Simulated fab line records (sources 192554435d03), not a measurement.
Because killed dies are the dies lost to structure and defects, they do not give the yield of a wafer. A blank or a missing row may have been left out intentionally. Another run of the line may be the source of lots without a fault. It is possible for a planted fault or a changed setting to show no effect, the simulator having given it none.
Chamber matching | flow n5-finfet | N5_BEOL_M8_CURE_74 on uv-cure-03: 3 sister chambers
The step cures SiCOH lowk, time 240 s. 3 wafers are shown with their chamber, then 7 later ones without.

WAFERS WITH THEIR CHAMBER
wafer  | chamber | wafer_temp_C_max
L082.6 | 0       | 386.6
L095.5 | 1       | 389.3
L094.3 | 2       | 388.1

WAFERS WHOSE CHAMBER IS MISSING
wafer  | wafer_temp_C_max
L094.6 | 387.4
L096.1 | 386.6
L096.4 | 386.0
L096.5 | 386.5
L097.1 | 387.7
L097.4 | 388.8
L097.6 | 388.1

EACH ONE'S CHAMBER
wafer  | from the rows above     | in truth
L094.6 | can't be placed: 2 or 0 | 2
L096.1 | 0                       | 0
L096.4 | 0                       | 0
L096.5 | 0                       | 0
L097.1 | can't be placed: 2 or 0 | 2
L097.4 | can't be placed: 1 or 2 | 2
L097.6 | 2                       | 2
Correct placement for 4 of the 7. Can't be placed from these rows: 3 (the true chamber is among the candidates in 3). Wrongly placed: 0.
How it was worked out, from the rows above alone: a wafer's distance from a chamber is the root of the sum, over the readings, of the square of ((its reading less the chamber's mean) divided by the reading's scatter). If the next closest chamber is less than 2 further off than the closest, the wafer can't be placed; otherwise it belongs to the closest. For every chamber, the mean is computed from those of its wafers that are shown. The scatter: with one shown wafer a chamber, the root of the mean of the squares of how far each hidden wafer lies from its nearest shown one.
